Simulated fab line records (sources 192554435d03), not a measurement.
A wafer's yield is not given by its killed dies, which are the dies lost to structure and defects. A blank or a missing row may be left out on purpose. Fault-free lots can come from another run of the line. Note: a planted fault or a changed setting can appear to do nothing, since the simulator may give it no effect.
Which tool did it?	flow n5 finfet	24 lots, 72 wafers sampled, at 6 steps of a route of 1938

## WHAT THE GAUGES READ, wafer by wafer
No reading from a measuring or inspecting step in the record can be judged against a usual standard deviation.

## EACH LOT AND THE TOOL THAT RAN IT (in order: tool; ch and the chambers of the sampled wafers; start)
lot	N5_BEOL_M2_DEP_57	N5_BEOL_M3_DESCUM_16	N5_BEOL_M3_SURFACE_TREAT_85	N5_BEOL_M3_SPUTTER_81	N5_BEOL_M3_SPUTTER_90	N5_BEOL_M3_ANNEAL_51
L075	pecvd-01 ch 0,1,2, day 8 04:05	rie diel-03 ch 1,2,3, day 8 04:56	pvd sputter-01, day 8 16:52	pvd sputter-03, day 8 17:37	pvd sputter-03, day 8 18:17	rtp anneal-02 ch 0, day 8 19:11
L074	pecvd-04 ch 0,2, day 8 07:04	rie diel-06 ch 1,2, day 8 08:29	pvd sputter-02, day 8 17:26	pvd sputter-03, day 8 19:28	pvd sputter-03, day 8 20:07	rtp anneal-01 ch 0, day 8 21:05
L078	pecvd-04 ch 0,1, day 8 08:18	rie diel-03 ch 0,2,3, day 8 09:13	pvd sputter-02, day 8 21:04	pvd sputter-01, day 8 21:53	pvd sputter-01, day 8 22:32	rtp anneal-02 ch 0, day 8 23:24
L077	pecvd-03 ch 0,1,2, day 8 09:06	rie diel-01 ch 0,2, day 8 12:03	pvd sputter-01, day 8 21:24	pvd sputter-03, day 8 22:05	pvd sputter-03, day 8 22:44	rtp anneal-02 ch 0, day 8 23:43
L076	pecvd-03 ch 1,2, day 8 16:42	rie diel-03 ch 0,2,3, day 8 17:32	pvd sputter-02, day 8 21:26	pvd sputter-02, day 8 22:21	pvd sputter-02, day 8 23:01	rtp anneal-02 ch 0, day 8 23:59
L079	pecvd-01 ch 0,1,2, day 8 17:04	rie diel-03 ch 1,2,3, day 8 19:59	pvd sputter-02, day 9 01:13	pvd sputter-02, day 9 01:52	pvd sputter-02, day 9 02:32	rtp anneal-02 ch 0, day 9 03:23
L080	pecvd-04 ch 1,2, day 9 02:20	rie diel-06 ch 1,2,3, day 9 03:59	pvd sputter-03, day 9 14:55	pvd sputter-03, day 9 15:43	pvd sputter-03, day 9 16:22	rtp anneal-02 ch 0, day 9 17:13
L081	pecvd-04 ch 1,2, day 9 06:35	rie diel-01 ch 1,2,3, day 9 07:47	pvd sputter-01, day 9 15:04	pvd sputter-01, day 9 15:55	pvd sputter-01, day 9 16:34	rtp anneal-02 ch 0, day 9 17:35
L082	pecvd-04 ch 0,1,2, day 9 11:09	rie diel-06 ch 0,1, day 9 13:28	pvd sputter-01, day 9 17:51	pvd sputter-02, day 9 20:29	pvd sputter-02, day 9 21:08	rtp anneal-01 ch 0, day 9 22:16
L083	pecvd-03 ch 0,1, day 9 13:42	rie diel-03 ch 0,1,3, day 9 14:56	pvd sputter-02, day 10 08:04	pvd sputter-03, day 10 09:52	pvd sputter-03, day 10 10:32	rtp anneal-01 ch 0, day 10 11:26
L084	pecvd-01 ch 0,2, day 10 04:05	rie diel-03 ch 1,2,3, day 10 06:09	pvd sputter-03, day 10 21:04	pvd sputter-01, day 10 21:53	pvd sputter-01, day 10 22:32	rtp anneal-01 ch 0, day 10 23:25
L085	pecvd-01 ch 0,1,2, day 10 07:28	rie diel-03 ch 1,2,3, day 10 10:49	pvd sputter-03, day 10 23:22	pvd sputter-01, day 11 00:04	pvd sputter-01, day 11 00:44	rtp anneal-01 ch 0, day 11 01:43
L086	pecvd-01 ch 0,1,2, day 10 08:51	rie diel-06 ch 0,1, day 10 11:08	pvd sputter-02, day 10 23:42	pvd sputter-03, day 11 00:22	pvd sputter-03, day 11 01:01	rtp anneal-02 ch 0, day 11 01:55
L087	pecvd-01 ch 0,1,2, day 10 15:55	rie diel-06 ch 1,2,3, day 10 17:11	pvd sputter-03, day 10 23:48	pvd sputter-02, day 11 00:29	pvd sputter-02, day 11 01:08	rtp anneal-01 ch 0, day 11 02:08
L088	pecvd-03 ch 1,2, day 11 04:31	rie diel-01 ch 0,2,3, day 11 07:52	pvd sputter-01, day 11 13:29	pvd sputter-01, day 11 14:10	pvd sputter-01, day 11 14:50	rtp anneal-02 ch 0, day 11 15:44
L089	pecvd-03 ch 0,1, day 11 07:27	rie diel-03 ch 2,3, day 11 09:16	pvd sputter-03, day 11 14:14	pvd sputter-01, day 11 16:01	pvd sputter-01, day 11 16:40	rtp anneal-02 ch 0, day 11 17:31
L090	pecvd-04 ch 0,1, day 11 12:22	rie diel-06 ch 0,1, day 11 14:10	pvd sputter-02, day 11 21:26	pvd sputter-03, day 11 22:09	pvd sputter-03, day 11 22:49	rtp anneal-01 ch 0, day 11 23:45
L091	pecvd-04 ch 1,2, day 11 20:41	rie diel-03 ch 0,2,3, day 11 22:14	pvd sputter-01, day 12 07:00	pvd sputter-02, day 12 07:40	pvd sputter-02, day 12 08:19	rtp anneal-02 ch 0, day 12 09:11
L093	pecvd-03 ch 0,1,2, day 12 11:39	rie diel-03 ch 0,1,2, day 12 14:41	pvd sputter-01, day 12 18:59	pvd sputter-01, day 12 19:40	pvd sputter-01, day 12 20:19	rtp anneal-01 ch 0, day 12 21:17
L092	pecvd-04 ch 0,1, day 12 13:05	rie diel-01 ch 0,2,3, day 12 14:54	pvd sputter-02, day 12 20:41	pvd sputter-03, day 12 21:24	pvd sputter-03, day 12 22:04	rtp anneal-02 ch 0, day 12 22:55
L094	pecvd-03 ch 0,2, day 12 14:32	rie diel-06 ch 0,3, day 12 16:10	pvd sputter-02, day 13 05:04	pvd sputter-02, day 13 05:43	pvd sputter-02, day 13 06:23	rtp anneal-01 ch 0, day 13 07:19
L096	pecvd-03 ch 0,2, day 12 19:31	rie diel-01 ch 2,3, day 12 22:28	pvd sputter-01, day 13 15:46	pvd sputter-01, day 13 16:40	pvd sputter-01, day 13 17:20	rtp anneal-01 ch 0, day 13 20:59
L095	pecvd-03 ch 0,1, day 13 00:23	rie diel-01 ch 1,2,3, day 13 04:57	pvd sputter-01, day 13 18:45	pvd sputter-03, day 13 21:12	pvd sputter-03, day 13 21:52	rtp anneal-01 ch 0, day 13 23:19
L097	pecvd-01 ch 0,1, day 13 03:30	rie diel-06 ch 0,3, day 13 05:45	pvd sputter-03, day 13 23:31	pvd sputter-03, day 14 00:29	pvd sputter-03, day 14 01:09	rtp anneal-02 ch 0, day 14 05:14
- N5_BEOL_M2_DEP_57: deposits SiCN from 3MS/NH3, target thk 8 nm, time 14 s.
- N5_BEOL_M3_DESCUM_16: chemistry O2, time 7 s.
- N5_BEOL_M3_SURFACE_TREAT_85
- N5_BEOL_M3_SPUTTER_81: material Cu, target thk 4.5 nm, time 8.29 s.
- N5_BEOL_M3_SPUTTER_90: material Cu, target thk 4.5 nm, time 8.29 s.
- N5_BEOL_M3_ANNEAL_51: time 90 s.

## AS READ BY THE TOOLS THEMSELVES (means over the sampled wafers that have a number; for cases with no such wafer, the mark the record gives instead)
N5_BEOL_M2_DEP_57. Usual: showerhead plenum p Torr 3.669 Torr, standard deviation 0.01; showerhead vpp V 892 V, standard deviation 27; throttle valve pct 9.0 %, standard deviation 0.39.
lot	tool	showerhead plenum p Torr (Torr)	showerhead vpp V (V)	throttle valve pct (%)	flag
L075	pecvd-01	3.677	888	8.9	
L074	pecvd-04	3.658	922	8.9	
L078	pecvd-04	3.676	900	9.2	
L077	pecvd-03	3.663	885	9.3	
L076	pecvd-03	3.661	911	9.3	
L079	pecvd-01	3.673	877	9.0	
L080	pecvd-04	3.671	897	8.8	
L081	pecvd-04	3.673	888	8.8	
L082	pecvd-04	3.667	904	9.1	
L083	pecvd-03	3.669	887	9.0	
L084	pecvd-01	3.681	859	8.7	
L085	pecvd-01	3.679	875	9.0	
L086	pecvd-01	3.676	874	9.0	
L087	pecvd-01	3.679	879	9.0	
L088	pecvd-03	3.664	891	9.2	
L089	pecvd-03	3.660	892	9.3	
L090	pecvd-04	3.671	914	8.8	
L091	pecvd-04	3.672	898	8.8	
L093	pecvd-03	3.667	895	9.3	
L092	pecvd-04	3.668	920	9.2	
L094	pecvd-03	3.657	895	8.9	
L096	pecvd-03	3.656	911	9.1	
L095	pecvd-03	3.670	885	9.1	
L097	pecvd-01	3.676	882	9.3	

N5_BEOL_M3_DESCUM_16. Usual: chamber pressure mTorr 19.999 mTorr, standard deviation 0.017; drypump motor current A 5.6 A, standard deviation 0.57; oes product au 0.80 a.u., standard deviation 0.071; rf vpp V 243.2 V, standard deviation 1.3; showerhead plenum p Torr 2.10 Torr, standard deviation 0.06; temp c 39.98 C, standard deviation 0.1; throttle valve pct 20.43 %, standard deviation 0.26.
lot	tool	chamber pressure mTorr (mTorr)	drypump motor current A (A)	oes product au (a.u.)	rf vpp V (V)	showerhead plenum p Torr (Torr)	temp c (C)	throttle valve pct (%)	flag
L075	rie diel-03	19.993	4.9	0.80	242.5	2.06	39.87	20.58	
L074	rie diel-06	20.015	5.4	0.88	244.4	2.15	40.00	20.40	
L078	rie diel-03	19.993	5.1	0.83	243.7	2.10	39.97	20.44	
L077	rie diel-01	20.009	5.9	0.76	244.1	2.18	40.08	20.61	
L076	rie diel-03	20.002	5.1	0.82	243.0	2.09	40.08	20.44	
L079	rie diel-03	19.983	4.9	0.79	242.9	2.06	39.87	20.58	
L080	rie diel-06	20.017	5.7	0.81	243.3	2.14	39.99	20.39	
L081	rie diel-01	19.998	6.0	0.78	243.1	2.09	40.00	20.45	
L082	rie diel-06	19.988	6.1	0.91	244.5	2.13	39.98	20.03	
L083	rie diel-03	19.983	5.1	0.83	243.9	2.06	39.90	20.51	
L084	rie diel-03	19.993	4.9	0.78	243.5	2.06	40.03	20.58	
L085	rie diel-03	19.999	4.9	0.78	242.3	2.06	40.07	20.59	
L086	rie diel-06	20.000	6.1	0.88	244.4	2.13	40.05	20.05	
L087	rie diel-06	19.990	5.7	0.79	244.0	2.13	39.92	20.41	
L088	rie diel-01	19.996	6.1	0.77	242.4	2.11	40.00	20.51	
L089	rie diel-03	19.994	4.8	0.76	242.0	2.05	40.06	20.54	
L090	rie diel-06	19.993	6.1	0.88	243.5	2.12	39.93	20.07	
L091	rie diel-03	20.014	5.1	0.80	242.8	2.09	40.01	20.46	
L093	rie diel-03	20.000	5.2	0.81	242.5	2.09	40.01	20.53	
L092	rie diel-01	20.008	6.0	0.76	243.4	2.11	40.06	20.52	
L094	rie diel-06	20.008	6.4	0.82	243.7	2.11	39.94	20.06	
L096	rie diel-01	20.000	6.0	0.77	244.3	2.15	39.91	20.46	
L095	rie diel-01	20.009	6.0	0.75	242.7	2.08	39.95	20.49	
L097	rie diel-06	20.008	6.2	0.78	243.4	2.11	39.97	20.29	

N5_BEOL_M3_SPUTTER_81. Usual: 30.3 % for throttle valve pct, sd 0.96.
lot	tool	throttle valve pct (%)	flag
L075	pvd sputter-03	31.2	
L074	pvd sputter-03	30.8	
L078	pvd sputter-01	30.3	
L077	pvd sputter-03	30.4	
L076	pvd sputter-02	30.6	
L079	pvd sputter-02	30.7	
L080	pvd sputter-03	30.4	
L081	pvd sputter-01	28.9	
L082	pvd sputter-02	30.5	
L083	pvd sputter-03	30.3	
L084	pvd sputter-01	29.6	
L085	pvd sputter-01	30.4	
L086	pvd sputter-03	30.2	
L087	pvd sputter-02	30.4	
L088	pvd sputter-01	29.4	
L089	pvd sputter-01	29.5	
L090	pvd sputter-03	30.3	
L091	pvd sputter-02	29.9	
L093	pvd sputter-01	29.5	
L092	pvd sputter-03	30.9	
L094	pvd sputter-02	31.4	
L096	pvd sputter-01	29.7	
L095	pvd sputter-03	30.9	
L097	pvd sputter-03	31.0	

N5_BEOL_M3_SPUTTER_90. Usual: 30.3 % for throttle valve pct, sd 0.97.
lot	tool	throttle valve pct (%)	flag
L075	pvd sputter-03	31.1	
L074	pvd sputter-03	30.9	
L078	pvd sputter-01	30.2	
L077	pvd sputter-03	30.5	
L076	pvd sputter-02	30.6	
L079	pvd sputter-02	30.4	
L080	pvd sputter-03	30.5	
L081	pvd sputter-01	28.9	
L082	pvd sputter-02	30.4	
L083	pvd sputter-03	30.4	
L084	pvd sputter-01	29.7	
L085	pvd sputter-01	30.5	
L086	pvd sputter-03	30.2	
L087	pvd sputter-02	30.4	
L088	pvd sputter-01	29.6	
L089	pvd sputter-01	29.6	
L090	pvd sputter-03	30.3	
L091	pvd sputter-02	30.0	
L093	pvd sputter-01	29.4	
L092	pvd sputter-03	30.9	
L094	pvd sputter-02	31.3	
L096	pvd sputter-01	29.7	
L095	pvd sputter-03	31.0	
L097	pvd sputter-03	30.9	

N5_BEOL_M3_ANNEAL_51. Usual: 225.93 for wafer_temp_C_max, sd 0.25.
lot	tool	wafer_temp_C_max	flag
L075	rtp anneal-02	226.01	
L074	rtp anneal-01	225.85	
L078	rtp anneal-02	226.05	
L077	rtp anneal-02	226.20	
L076	rtp anneal-02	225.89	
L079	rtp anneal-02	225.98	
L080	rtp anneal-02	226.11	
L081	rtp anneal-02	225.87	
L082	rtp anneal-01	225.65	
L083	rtp anneal-01	225.90	
L084	rtp anneal-01	225.74	
L085	rtp anneal-01	225.68	
L086	rtp anneal-02	225.87	
L087	rtp anneal-01	225.88	
L088	rtp anneal-02	225.95	
L089	rtp anneal-02	226.15	
L090	rtp anneal-01	225.69	
L091	rtp anneal-02	226.13	
L093	rtp anneal-01	225.97	
L092	rtp anneal-02	226.19	
L094	rtp anneal-01	225.74	
L096	rtp anneal-01	226.01	
L095	rtp anneal-01	225.76	
L097	rtp anneal-02	226.11	

## THE ANSWER, worked out from the rows above alone
Rule: lot off if the mean of its wafers having a number is beyond 3 standard deviations from the usual mean. A lot without any number at a reading at which 4 lots or more have one is off too. All remaining lots with rows at the step are treated as sound. First the gauges in route order, then the tools' own readings, where a lot's mean is used as printed above. At the first step where some lot is off, the reading lying furthest off is the one used; lots without a number count as furthest.
Across all readings shown, no lot is off: no conclusion can be drawn from this.

## WHAT WAS PUT IN BY THE SIMULATOR
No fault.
